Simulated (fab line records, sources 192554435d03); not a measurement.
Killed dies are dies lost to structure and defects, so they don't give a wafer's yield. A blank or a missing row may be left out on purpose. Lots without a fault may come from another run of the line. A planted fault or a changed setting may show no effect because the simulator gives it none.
Which tool did it? | flow n5_finfet | 10 lots, 30 wafers sampled, at 6 steps of a route of 1938

WHAT THE GAUGES READ, wafer by wafer
N5_SD_EPI_N_CD_MEAS_09: target cd 120 nm. Usual: cd_nm 120.0 nm, standard deviation 0.55.
lot  | measured    | on        | cd_nm (nm)        | flag
L799 | day 3 00:46 | cd_sem-02 | 120.4 120.4 119.8 |
L800 | day 3 05:49 | cd_sem-03 | 119.4 120.1 119.3 |
L802 | day 3 21:09 | cd_sem-01 | 119.7 119.6 119.0 |
L805 | day 4 10:50 | cd_sem-01 | 119.3 119.3 120.1 |
L806 | day 4 19:49 | cd_sem-01 | 120.4 119.1 120.0 |
L807 | day 5 06:54 | cd_sem-03 | 119.9 120.0 120.0 |
L811 | day 6 02:59 | cd_sem-01 | 120.1 120.0 120.5 |
L816 | day 7 08:52 | cd_sem-03 | 100.3 100.1 100.3 | OFF
L819 | day 8 00:05 | cd_sem-02 | 104.8 103.5 104.7 | OFF
L822 | day 8 18:37 | cd_sem-02 | 119.3 119.9 120.8 |

N5_BEOL_M4_RC_MEAS_101. Usual: DIBL_N 36.5 mV/V, standard deviation 1.4; DIBL_P 36.9 mV/V, standard deviation 1.7; IOFF_N 0.163 nA/um, standard deviation 0.023; IOFF_P 0.22 nA/um, standard deviation 0.032; ION_N 673 uA/um, standard deviation 9; ION_P 462 uA/um, standard deviation 7.5; SS_N 71.6 mV/dec, standard deviation 0.54; SS_P 73.4 mV/dec, standard deviation 0.62; VT_N 249.8 mV, standard deviation 2.8; VT_P -250 mV, standard deviation 3.5.
lot  | measured     | on        | DIBL_N (mV/V)  | DIBL_P (mV/V)  | IOFF_N (nA/um)    | IOFF_P (nA/um) | ION_N (uA/um) | ION_P (uA/um) | SS_N (mV/dec)  | SS_P (mV/dec)  | VT_N (mV)         | VT_P (mV)      | flag
L799 | day 7 20:49  | prober-02 | 35.6 36.6 35.5 | 35.4 36.4 35.4 | 0.143 0.167 0.149 | 0.19 0.20 0.19 | 663 665 674   | 459 450 461   | 71.8 72.1 71.7 | 73.3 73.2 72.7 | 252.3 249.5 251.7 | -255 -253 -255 |
L800 | day 7 23:18  | prober-01 | 35.0 37.3 36.1 | 35.9 38.7 37.2 | 0.143 0.184 0.163 | 0.21 0.26 0.23 | 657 680 663   | 457 468 460   | 71.2 71.9 72.0 | 73.6 74.2 73.8 | 253.3 247.2 250.5 | -248 -245 -249 |
L802 | day 8 18:02  | prober-01 | 36.1 37.7 35.5 | 37.5 39.1 36.7 | 0.159 0.190 0.152 | 0.23 0.27 0.22 | 674 678 677   | 469 469 471   | 71.1 71.6 71.4 | 73.0 73.6 73.6 | 248.9 249.7 253.0 | -247 -248 -252 |
L805 | day 9 05:38  | prober-01 | 35.7 37.9 37.6 | 35.3 38.6 37.6 | 0.135 0.182 0.172 | 0.19 0.24 0.22 | 663 680 689   | 459 464 470   | 71.3 71.5 71.0 | 73.8 74.6 74.1 | 253.6 247.2 249.3 | -253 -248 -251 |
L806 | day 9 18:59  | prober-01 | 36.0 37.8 37.8 | 35.8 37.9 37.7 | 0.153 0.184 0.179 | 0.19 0.22 0.21 | 673 667 684   | 455 450 457   | 72.0 72.8 72.0 | 73.9 73.8 73.6 | 249.3 247.4 245.8 | -253 -251 -253 |
L807 | day 9 21:07  | prober-01 | 36.0 35.8 36.5 | 37.5 37.3 37.8 | 0.176 0.174 0.187 | 0.25 0.25 0.27 | 676 672 679   | 468 469 469   | 71.8 71.7 73.1 | 74.1 74.3 73.4 | 248.6 246.6 249.4 | -244 -248 -246 |
L811 | day 11 05:37 | prober-02 | 37.6 35.4 36.4 | 38.3 34.8 36.9 | 0.190 0.134 0.165 | 0.26 0.19 0.23 | 675 655 686   | 466 447 467   | 71.9 70.7 71.2 | 73.5 72.7 73.6 | 247.7 255.9 248.5 | -248 -253 -251 |
L816 | day 12 12:41 | prober-02 | 36.8 36.8 37.8 | 38.5 38.7 40.1 | 0.174 0.182 0.198 | 0.21 0.24 0.25 | 686 684 688   | 462 470 467   | 71.9 71.7 72.4 | 73.5 73.6 73.6 | 247.8 248.8 244.6 | -251 -248 -246 |
L819 | day 12 18:17 | prober-02 | 37.8 35.1 34.4 | 39.6 36.1 35.9 | 0.191 0.142 0.128 | 0.22 0.17 0.17 | 679 671 656   | 457 448 454   | 71.9 71.0 70.8 | 74.2 73.7 73.8 | 247.5 251.1 255.7 | -252 -258 -254 |
L822 | day 13 15:49 | prober-02 | 37.3 38.3 37.7 | 36.0 37.0 35.6 | 0.184 0.213 0.183 | 0.25 0.29 0.25 | 675 673 673   | 464 460 462   | 71.8 71.7 72.7 | 73.7 74.9 74.1 | 246.7 245.4 249.9 | -246 -246 -247 |

WHICH TOOL RAN EACH LOT (tool, then ch and the chambers of the sampled wafers, then the start)
lot  | N5_SPACER0_ALD_07                | N5_SPACER0_ALD_00                | N5_SPACER0_ALD_08                | N5_SD_EPI_N_EXPOSE_06
L799 | ald_sin-03 ch 0,1, day 2 23:56   | ald_sin-03 ch 0,1, day 3 00:05   | ald_sin-03 ch 0,1, day 3 00:20   | arfi_scanner-02 ch 0, day 3 00:39
L800 | ald_sin-04 ch 0,1,3, day 3 04:50 | ald_sin-04 ch 0,1,3, day 3 05:00 | ald_sin-04 ch 0,1,3, day 3 05:15 | arfi_scanner-01 ch 0, day 3 05:41
L802 | ald_sin-04 ch 0,3, day 3 20:11   | ald_sin-04 ch 0,3, day 3 20:20   | ald_sin-04 ch 0,3, day 3 20:35   | arfi_scanner-01 ch 0, day 3 21:02
L805 | ald_sin-04 ch 0,1,2, day 4 09:52 | ald_sin-04 ch 0,1,2, day 4 10:01 | ald_sin-04 ch 0,1,2, day 4 10:16 | arfi_scanner-02 ch 0, day 4 10:43
L806 | ald_sin-04 ch 1,2,3, day 4 18:51 | ald_sin-04 ch 1,2,3, day 4 19:00 | ald_sin-04 ch 1,2,3, day 4 19:16 | arfi_scanner-03 ch 0, day 4 19:42
L807 | ald_sin-04 ch 0,2,3, day 5 06:04 | ald_sin-04 ch 0,2,3, day 5 06:13 | ald_sin-04 ch 0,2,3, day 5 06:28 | arfi_scanner-03 ch 0, day 5 06:47
L811 | ald_sin-04 ch 1,2, day 6 02:01   | ald_sin-04 ch 1,2, day 6 02:10   | ald_sin-04 ch 1,2, day 6 02:25   | arfi_scanner-03 ch 0, day 6 02:51
L816 | ald_sin-03 ch 2,3, day 7 08:01   | ald_sin-03 ch 2,3, day 7 08:10   | ald_sin-03 ch 2,3, day 7 08:25   | arfi_scanner-02 ch 0, day 7 08:44
L819 | ald_sin-04 ch 0,1,3, day 7 23:07 | ald_sin-04 ch 0,1,3, day 7 23:16 | ald_sin-04 ch 0,1,3, day 7 23:31 | arfi_scanner-02 ch 0, day 7 23:58
L822 | ald_sin-03 ch 0,1, day 8 17:39   | ald_sin-03 ch 0,1, day 8 17:49   | ald_sin-03 ch 0,1, day 8 18:04   | arfi_scanner-03 ch 0, day 8 18:30
- N5_SPACER0_ALD_07: deposits SiNx, target thk 2 nm.
- N5_SPACER0_ALD_00: deposits SiOCN, target thk 3.5 nm, pulse time 3 s, purge time 2 s.
- N5_SPACER0_ALD_08: deposits SiNx, target thk 2 nm.
- N5_SD_EPI_N_EXPOSE_06: exposes mask SD N BLK, target cd 120 nm.

WHAT THE TOOLS THEMSELVES READ (means of the sampled wafers that have a number; where no wafer has one, the mark that the record gives instead)
N5_SPACER0_ALD_07. Usual: heater_power_w 865 W, standard deviation 89.
lot  | tool       | heater_power_w (W) | flag
L799 | ald_sin-03 | 868                |
L800 | ald_sin-04 | 821                |
L802 | ald_sin-04 | 747                |
L805 | ald_sin-04 | 865                |
L806 | ald_sin-04 | 824                |
L807 | ald_sin-04 | 800                |
L811 | ald_sin-04 | 909                |
L816 | ald_sin-03 | 877                |
L819 | ald_sin-04 | 816                |
L822 | ald_sin-03 | 868                |

N5_SPACER0_ALD_00. Usual: heater_power_w 866 W, standard deviation 87; precursor_pulse_height_rel 0.999, standard deviation 0.021.
lot  | tool       | heater_power_w (W) | precursor_pulse_height_rel | flag
L799 | ald_sin-03 | 873                | 0.988                      |
L800 | ald_sin-04 | 815                | 1.006                      |
L802 | ald_sin-04 | 744                | 0.998                      |
L805 | ald_sin-04 | 872                | 0.998                      |
L806 | ald_sin-04 | 839                | 0.965                      |
L807 | ald_sin-04 | 798                | 1.004                      |
L811 | ald_sin-04 | 899                | 0.996                      |
L816 | ald_sin-03 | 894                | 0.976                      |
L819 | ald_sin-04 | 818                | 1.002                      |
L822 | ald_sin-03 | 884                | 0.983                      |

N5_SPACER0_ALD_08. Usual: heater_power_w 870 W, standard deviation 88.
lot  | tool       | heater_power_w (W) | flag
L799 | ald_sin-03 | 862                |
L800 | ald_sin-04 | 818                |
L802 | ald_sin-04 | 733                |
L805 | ald_sin-04 | 867                |
L806 | ald_sin-04 | 837                |
L807 | ald_sin-04 | 810                |
L811 | ald_sin-04 | 928                |
L816 | ald_sin-03 | 883                |
L819 | ald_sin-04 | 826                |
L822 | ald_sin-03 | 896                |

N5_SD_EPI_N_EXPOSE_06. Usual: exposure_dose_mJ_cm2 39.74, standard deviation 0.038; stage_vel_mm_s 499.99 mm/s, standard deviation 0.28.
lot  | tool            | exposure_dose_mJ_cm2 | stage_vel_mm_s (mm/s) | flag
L799 | arfi_scanner-02 | 39.80                | 499.70                |
L800 | arfi_scanner-01 | 39.71                | 499.84                |
L802 | arfi_scanner-01 | 39.75                | 500.28                |
L805 | arfi_scanner-02 | 39.72                | 499.98                |
L806 | arfi_scanner-03 | 39.76                | 500.46                |
L807 | arfi_scanner-03 | 39.79                | 500.13                |
L811 | arfi_scanner-03 | 39.75                | 500.08                |
L816 | arfi_scanner-02 | 29.57                | 500.03                | OFF
L819 | arfi_scanner-02 | 31.67                | 500.02                | OFF
L822 | arfi_scanner-03 | 39.74                | 499.84                |

THE ANSWER, worked out from the rows above alone
Rule: a lot is off if the mean of its wafers that have a number lies more than 3 standard deviations from the usual mean. A lot without any number at a reading at which 4 lots or more have one is off too. The other lots that the step has rows for count as sound. The gauges are gone through in route order, then the tools' own readings, and for those a lot's mean is taken as printed above. The first step at which some lot is off is used, and at that step the reading that is off furthest; a lot without a number counts as furthest.
Off: L816, L819, at N5_SD_EPI_N_CD_MEAS_09 (cd_nm).
A tool fits if, at a process step before that reading, it ran every lot that is off, and no sound lot after the first of them. The gauges at N5_SD_EPI_N_CD_MEAS_09 aren't tried: what is off there is off at N5_SD_EPI_N_EXPOSE_06 too, on other tools, and a gauge's error can't cause that. One fits: arfi_scanner-02 at N5_SD_EPI_N_EXPOSE_06. Its last sound lot is L805 (day 4 10:43), its first lot that is off L816 (day 7 08:44): a fault that began between those two fits.
The tool's own readings at N5_SD_EPI_N_EXPOSE_06 bear it out: on the lots that are off they differ by more than 5 times the standard deviation of the sound lots' means. exposure_dose_mJ_cm2 reads 30.62 there against 39.75 on the sound lots.

WHAT THE SIMULATOR HAD PUT IN
Process parameter drift: arfi_scanner-02, from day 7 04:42 on, at N5_SD_EPI_N_EXPOSE_06. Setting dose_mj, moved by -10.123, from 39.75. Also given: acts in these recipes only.
Lots struck among those shown: L816, L819. The rule above found the same.
